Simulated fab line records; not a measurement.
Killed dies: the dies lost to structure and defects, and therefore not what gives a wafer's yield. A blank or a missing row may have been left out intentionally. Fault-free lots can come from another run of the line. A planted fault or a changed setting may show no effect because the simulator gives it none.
fab line records	flow n5-finfet
record: lots: 9	wafers: 27	last-day: 19
route steps=1938 shown SD_EPI_P@304 SD_ACTIVATION@332 BEOL_M4@1111
lots that met no fault: from a run of the same line without faults
start-h: hours from the record's opening day to when the first of the lot's shown wafers began	wait-h: time in hours since the lot's previous step	" repeats the value in the row above	L1.1+2: one row covering several wafers at once	- no value, or no start was given	* or withheld: withheld	< > ~ a bound
route shown NAME@n: names a module that has steps shown in the file, with the first one's number in the route	usual: the fault-free wafers' mean and standard deviation	same: alike in all rows	chamber/n: place in a boat	sites: per-site readings	_std_site: how widely they spread, as a standard deviation	_edge_site: inner sites' mean taken away from outer sites' mean	radius-mm: how far each site lies from the wafer's centre	mask NAME#n: copy n	behind: the last tool/chamber to shape the wafer	hold: why the lot was held/for how many hours/how that ended	device: the transistor (n, p or np) that didn't switch	end of line: at the end of the route, the tests of the same wafers	for a step that has no rows: nothing shown but its recipe	killed: not the wafer's yield, but the dies lost to structure and defects at the first sort	map: the dies of a wafer, with x for killed, . for not killed, _ for no die there
set.NAME: the setting that was run; set.NAME@STEP: the one run at that earlier step	model.NAME: the simulator's own value behind a step, which no gauge read
the route's steps for a sample of lots (tables are steps, rows are wafers)
services: when a tool's chamber went out of use (start-h, in hours from the record's first day, below 0 if earlier), for how many hours, and the reason
== steps ==
step: N5_SD_EPI_P_OVL_MEAS_10
recipe: points-per-wafer: 44
usual: SD_P_BLK_OVL: 0.3/0.9
lot.wafer	tool	chamber	start-h	wait-h	SD_P_BLK_OVL[nm]
L686.2	overlay-02	0	79.48	0.0	-0.1
L686.3	"	0	"	"	-0.7
L686.5	"	0	"	"	-0.6
L689.2	overlay-01	0	95.78	0.0	-0.8
L689.3	"	0	"	"	-1.0
L689.5	"	0	"	"	0.0
L695.1	overlay-01	0	133.49	0.0	1.2
L695.2	"	0	"	"	1.1
L695.5	"	0	"	"	-0.8
L697.2	overlay-01	0	145.43	0.0	0.7
L697.3	"	0	"	"	0.9
L697.4	"	0	"	"	0.1
L700.1	overlay-02	0	160.89	0.0	2.0
L700.5	"	0	"	"	1.7
L700.6	"	0	"	"	1.0
L701.2	overlay-02	0	169.34	0.0	-0.9
L701.4	"	0	"	"	0.4
L701.6	"	0	"	"	0.1
L702.2	overlay-02	0	173.45	0.0	1.2
L702.5	"	0	"	"	0.2
L702.6	"	0	"	"	1.0
L703.2	overlay-02	0	179.79	0.0	0.5
L703.5	"	0	"	"	0.4
L703.6	"	0	"	"	0.8
L704.1	overlay-02	0	188.75	0.0	0.6
L704.3	"	0	"	"	0.5
L704.4	"	0	"	"	0.9
step: N5_SD_EPI_P_ETCH_16
recipe: chemistry: CHF3/O2	target: SiO2	target-depth-a: 50	mask-material: SOC	pressure-mtorr: 30	source-w: 650	bias-w: 170	Ar_flow_sccm: 200	CHF3_flow_sccm: 50	O2_flow_sccm: 5	ion-energy-ev: 200
usual: O2_flow_sccm: 4.998/0.014	drypump-motor-current-A: 5.7/0.66	mfc-ar-sccm: 200.0/0.62	oes_o_777_au: 0.80/0.085	oes-product-au: 0.80/0.088	rf-vpp-V: 526/5.5	showerhead-plenum-p-Torr: 2.41/0.07	throttle-valve-pct: 18.91/0.19
lot.wafer	tool	chamber	start-h	wait-h	O2_flow_sccm	drypump-motor-current-A	mfc-ar-sccm	oes_o_777_au	oes-product-au	rf-hours-counter-h	rf-vpp-V	showerhead-plenum-p-Torr	throttle-valve-pct
L686.2	rie-diel-06	3	80.15	0.1	5.005	5.1	199.6	0.73	0.74	172	525	2.31	19.22
L686.3	"	2	"	"	5.007	6.6	199.5	0.70	0.70	239	533	2.47	19.27
L686.5	"	3	"	"	5.003	5.1	199.0	0.73	0.74	-	525	2.31	19.22
L689.2	rie-diel-01	3	96.45	0.1	4.989	5.4	200.6	0.70	0.69	232	522	2.39	18.89
L689.3	"	1	"	"	4.973	6.8	200.5	0.87	0.87	47	516	2.46	18.75
L689.5	"	2	"	"	4.998	4.9	199.8	0.78	0.80	-	526	2.34	18.91
L695.1	rie-diel-06	0	134.49	0.1	4.989	6.2	200.1	0.93	0.96	11	525	2.47	18.64
L695.2	"	1	"	"	5.015	4.9	200.0	0.75	0.74	188	531	2.40	18.91
L695.5	"	3	"	"	4.997	5.1	200.3	0.72	0.73	-	525	2.30	19.24
L697.2	rie-diel-01	3	146.10	0.1	4.988	5.4	199.5	0.70	0.68	248	523	2.38	18.93
L697.3	"	1	"	"	4.993	6.8	199.0	0.84	0.84	65	516	2.45	18.80
L697.4	"	2	"	"	4.976	4.9	198.9	0.77	0.78	129	528	2.33	18.91
L700.1	rie-diel-06	1	161.58	0.1	4.989	4.9	198.4	0.74	0.73	196	534	2.39	18.93
L700.5	"	2	"	"	5.001	6.6	201.1	0.95	0.97	-	532	2.47	18.88
L700.6	"	3	"	"	5.018	5.1	200.8	0.71	0.72	-	525	2.30	19.25
L701.2	rie-diel-06	0	170.01	0.1	5.007	6.3	200.2	0.91	0.93	21	525	2.47	18.64
L701.4	"	1	"	"	4.988	4.9	199.7	0.74	0.74	198	533	2.39	18.92
L701.6	"	1	"	"	5.013	5.0	199.5	0.74	0.73	-	534	2.39	18.95
L702.2	rie-diel-06	1	174.12	0.1	5.003	5.0	199.5	0.74	0.74	199	534	2.39	18.93
L702.5	"	1	"	"	5.043	4.9	198.6	0.74	0.73	-	533	2.39	18.91
L702.6	"	0	"	"	4.974	6.2	199.0	0.90	0.92	-	524	2.47	18.65
L703.2	rie-diel-01	3	180.50	0.1	5.027	5.4	200.8	0.94	0.96	2	522	2.38	18.54
L703.5	"	2	"	"	5.014	4.9	199.8	0.77	0.77	-	528	2.33	18.94
L703.6	"	1	"	"	5.006	6.8	200.1	0.84	0.83	-	514	2.44	18.80
L704.1	rie-diel-04	2	189.43	0.1	4.982	6.2	199.8	0.77	0.76	135	529	2.33	19.09
L704.3	"	1	"	"	5.001	5.9	200.6	0.77	0.77	149	527	2.51	18.98
L704.4	"	3	"	"	4.992	5.9	200.3	0.89	0.90	33	530	2.45	18.66
step: N5_SD_EPI_P_STRIP_40
recipe: chemistry: N2/H2	power-w: 1000	temp-c: 250	h2-frac: 0.65	overash-fraction: 0.3	pressure-mtorr: withheld	n2-flow-sccm: 1750	h2-flow-sccm: 3250
usual: drypump-motor-current-A: 5.7/0.5	h2-flow-sccm: 3249/9.5	heater-power-w: 335/24	oes-product-au: 0.761/0.0097
lot.wafer	tool	chamber	start-h	wait-h	drypump-motor-current-A	h2-flow-sccm	heater-power-w	oes-product-au	rf-hours-counter-h
L686.2	plasma-asher-02	0	80.39	0.0	6.1	3251	347	0.775	38
L686.3	"	0	"	"	6.1	3256	347	0.760	-
L686.5	"	1	"	"	5.9	3252	339	0.759	-
L689.2	plasma-asher-02	1	96.67	0.0	5.9	3249	335	0.748	42
L689.3	"	0	"	"	6.1	3237	348	0.761	-
L689.5	"	1	"	"	5.9	3254	340	0.771	-
L695.1	plasma-asher-02	0	134.71	0.0	6.1	3249	345	0.770	49
L695.2	"	1	"	"	5.9	3252	332	0.740	49
L695.5	"	0	"	"	6.1	3240	344	0.748	-
L697.2	plasma-asher-02	1	146.42	0.1	5.9	3237	334	0.769	51
L697.3	"	1	"	"	5.9	3224	335	0.758	-
L697.4	"	0	"	"	6.1	3252	344	0.774	-
L700.1	plasma-asher-02	0	161.80	0.0	6.1	3253	338	0.757	56
L700.5	"	0	"	"	6.1	3248	354	0.759	-
L700.6	"	1	"	"	6.0	3255	331	0.751	-
L701.2	plasma-asher-02	1	170.22	0.0	5.9	3241	333	0.771	57
L701.4	"	1	"	"	5.9	3267	334	0.754	-
L701.6	"	1	"	"	5.9	3254	332	0.758	-
L702.2	plasma-asher-01	0	174.34	0.0	5.6	3239	364	0.759	104
L702.5	"	0	"	"	5.6	3246	364	0.765	-
L702.6	"	1	"	"	4.8	3239	291	0.761	-
L703.2	plasma-asher-02	0	180.72	0.0	6.1	3257	344	0.767	59
L703.5	"	0	"	"	6.1	3252	348	0.756	-
L703.6	"	1	"	"	5.9	3255	336	0.772	-
L704.1	plasma-asher-01	0	189.64	0.0	5.6	3248	361	0.758	108
L704.3	"	0	"	"	5.6	3250	360	0.764	-
L704.4	"	1	"	"	4.8	3243	287	0.759	-
step: N5_SD_EPI_P_EPI_21
recipe: material: SiGe:B	dopant: B	temp-c: 550	pressure-torr: 20	ambient: H2	time-s: 355
lot.wafer	tool	chamber	start-h	wait-h
L686.2+3+5	epi-rpcvd-04	0	81.27	0.5
L689.2+3+5	epi-rpcvd-02	0	97.55	0.5
L695.1+2+5	epi-rpcvd-03	0	135.23	0.1
L697.2+3+4	epi-rpcvd-04	0	147.29	0.5
L700.1+5+6	epi-rpcvd-04	0	162.44	0.2
L701.2+4+6	epi-rpcvd-02	0	171.11	0.5
L702.2+5+6	epi-rpcvd-04	0	175.22	0.5
L703.2+5+6	epi-rpcvd-04	0	181.60	0.5
L704.1+3+4	epi-rpcvd-03	0	190.16	0.1
step: N5_SD_ACTIVATION_RS_MEAS_03
recipe: thk-meas-gauge: four-point-probe
usual: RS_SD_N: 21.92/0.29	RS_SD_P: 55.9/0.8
lot.wafer	tool	chamber	start-h	wait-h	RS_SD_N[ohm/sq]	RS_SD_P[ohm/sq]
L686.2	film-metro-01	-	83.98	0.2	22.32	55.7
L686.3	"	-	"	"	22.17	56.0
L686.5	"	-	"	"	21.89	55.0
L689.2	film-metro-01	-	100.14	0.2	22.01	57.1
L689.3	"	-	"	"	21.86	57.5
L689.5	"	-	"	"	22.51	56.0
L695.1	film-metro-01	-	138.06	0.2	22.05	56.6
L695.2	"	-	"	"	22.54	55.6
L695.5	"	-	"	"	22.07	55.9
L697.2	film-metro-02	-	149.76	0.2	21.85	58.0
L697.3	"	-	"	"	21.47	57.6
L697.4	"	-	"	"	21.50	56.3
L700.1	film-metro-01	-	165.99	0.2	22.04	57.4
L700.5	"	-	"	"	21.88	57.0
L700.6	"	-	"	"	21.89	56.9
L701.2	film-metro-01	-	173.68	0.2	22.06	55.3
L701.4	"	-	"	"	22.34	55.5
L701.6	"	-	"	"	22.13	56.2
L702.2	film-metro-01	-	177.87	0.2	21.65	54.0
L702.5	"	-	"	"	21.22	53.7
L702.6	"	-	"	"	21.74	53.9
L703.2	film-metro-01	-	184.06	0.2	22.02	53.7
L703.5	"	-	"	"	21.62	54.3
L703.6	"	-	"	"	21.78	53.4
L704.1	film-metro-01	-	192.96	0.2	22.30	55.9
L704.3	"	-	"	"	22.14	55.0
L704.4	"	-	"	"	22.27	56.3
step: N5_BEOL_M4_RC_MEAS_101
usual: DIBL_N: 36.4/1.4	DIBL_P: 36.4/1.5	IOFF_N: 0.156/0.022	IOFF_P: 0.210/0.023	ION_N: 675/9.1	ION_P: 463/5.7	RS_SD_P: 65.7/0.85	SS_N: 71.6/0.45	SS_P: 73.3/0.56	VT_N: 250/3.1	VT_P: -250.3/2.3
lot.wafer	tool	chamber	start-h	wait-h	DIBL_N[mV/V]	DIBL_P[mV/V]	IOFF_N[nA/um]	IOFF_P[nA/um]	ION_N[uA/um]	ION_P[uA/um]	RS_SD_P[ohm/sq]	SS_N[mV/dec]	SS_P[mV/dec]	VT_N[mV]	VT_P[mV]
L686.2	prober-01	0	221.91	0.2	34.3	35.6	0.126	0.196	674	469	65.8	70.8	72.6	250	-251.6
L686.3	"	0	"	"	34.1	34.4	0.120	0.192	677	472	66.6	71.4	72.4	254	-249.2
L686.5	"	0	"	"	35.5	36.1	0.141	0.218	673	472	65.5	71.5	73.1	248	-245.6
L689.2	prober-02	0	234.52	0.2	37.4	37.3	0.160	0.195	667	455	66.5	71.1	73.6	248	-254.0
L689.3	"	0	"	"	37.6	37.7	0.155	0.200	667	455	67.5	71.7	73.8	253	-252.8
L689.5	"	0	"	"	37.8	37.5	0.163	0.206	670	464	65.8	71.4	73.9	249	-251.3
L695.1	prober-01	0	275.01	0.0	39.9	36.8	0.185	0.245	683	464	65.6	70.8	73.8	248	-249.2
L695.2	"	0	"	"	36.8	32.7	0.114	0.179	657	461	65.3	70.9	72.2	254	-251.9
L695.5	"	0	"	"	38.7	35.2	0.155	0.214	676	465	65.6	71.2	73.6	250	-249.4
L697.2	prober-01	0	280.29	0.2	36.2	33.8	0.155	0.191	677	456	66.8	71.6	72.4	248	-249.8
L697.3	"	0	"	"	37.6	36.6	0.175	0.228	684	468	67.3	71.5	73.7	249	-247.9
L697.4	"	0	"	"	37.3	36.0	0.173	0.223	687	465	66.6	71.4	73.1	248	-247.1
L700.1	prober-02	0	306.09	0.0	39.0	37.6	0.191	0.251	683	470	67.0	72.0	73.5	250	-247.7
L700.5	"	0	"	"	37.2	35.8	0.156	0.227	678	469	67.1	71.0	73.2	251	-247.3
L700.6	"	0	"	"	37.0	35.3	0.150	0.210	674	462	66.3	71.3	73.4	253	-249.9
L701.2	prober-02	0	311.12	0.2	34.7	36.0	0.134	0.192	678	465	65.7	71.1	72.3	252	-251.0
L701.4	"	0	"	"	34.6	35.4	0.130	0.187	661	459	65.8	71.7	72.1	251	-251.1
L701.6	"	0	"	"	33.9	34.7	0.116	0.168	665	456	67.3	71.0	72.4	254	-252.2
L702.2	prober-02	0	315.48	0.2	35.8	35.7	0.152	0.216	673	470	62.7	71.3	73.6	252	-247.8
L702.5	"	0	"	"	34.8	34.3	0.131	0.192	672	467	62.6	71.2	73.3	251	-249.3
L702.6	"	0	"	"	35.5	35.9	0.142	0.229	673	468	62.9	71.6	73.2	252	-247.8
L703.2	prober-01	0	317.64	0.2	37.2	37.8	0.178	0.230	680	467	62.7	71.8	73.4	246	-248.7
L703.5	"	0	"	"	38.5	37.8	0.199	0.236	683	467	63.4	72.1	73.7	247	-249.2
L703.6	"	0	"	"	36.9	36.5	0.160	0.207	681	468	62.9	71.9	73.5	248	-251.3
L704.1	prober-02	0	327.70	0.0	37.2	38.6	0.187	0.259	685	477	65.3	72.3	73.5	246	-249.3
L704.3	"	0	"	"	36.8	37.0	0.166	0.228	671	465	65.7	72.1	74.1	248	-249.0
L704.4	"	0	"	"	35.9	35.9	0.152	0.212	675	467	66.0	71.6	73.8	249	-250.1
== services ==
tool	chamber	start-h	hours	kind
rie-diel-06	2	57.16	4.2	repair
plasma-asher-01	-	60.53	2.8	pm
epi-rpcvd-03	-	64.56	0.8	repair
rie-diel-01	0	66.08	1.5	repair
rie-diel-06	0	73.30	-	clean
rie-diel-06	0	73.30	-	consumable-replace:focus-ring
rie-diel-06	0	73.30	18.6	scheduled-down
rie-diel-06	0	73.30	18.6	vent-cycle
rie-diel-06	-	92.89	0.4	repair
epi-rpcvd-04	-	95.07	0.8	repair
epi-rpcvd-04	-	112.94	0.9	repair
rie-diel-06	2	114.51	5.9	repair
rie-diel-06	-	116.53	12.6	repair
epi-rpcvd-03	-	117.13	2.7	repair
rie-diel-06	2	130.34	-	clean
rie-diel-06	2	130.34	-	consumable-replace:focus-ring
rie-diel-06	2	130.34	22.1	scheduled-down
rie-diel-06	2	130.34	22.1	vent-cycle
plasma-asher-01	-	141.64	8.8	repair
rie-diel-01	3	152.84	-	clean
rie-diel-01	3	152.84	-	consumable-replace:focus-ring
epi-rpcvd-03	-	158.25	6.0	pm
epi-rpcvd-03	-	164.25	8.1	pm
rie-diel-06	1	183.64	4.6	repair
== key ==
first-sign: step: N5_SD_ACTIVATION_RS_MEAS_03	reading: RS_SD_P	direction: down	sigmas: 2.6	usual: 55.9	struck: 53.8
effect: step: N5_BEOL_M4_RC_MEAS_101	reading: RS_SD_P	direction: down	sigmas: 3.4	usual: 65.7	struck: 62.8
met-at N5_SD_EPI_P_EPI_21
struck-lots L702,L703
struck-wafers L702.2,L702.5,L702.6,L703.2,L703.5,L703.6
not-acting-at N5_SD_EPI_P_OVL_MEAS_10,N5_SD_EPI_P_ETCH_16,N5_SD_EPI_P_STRIP_40
onset-between 162.44 175.22
fault: kind: process-parameter-drift	tool: epi-rpcvd-04	chamber: -	onset-h: 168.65	steps: N5_SD_EPI_P_EPI_21	channel: time-s	offset: *	shape: step	end-h: 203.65	scope: struck-wafers-only	acts-in: *	stated: *
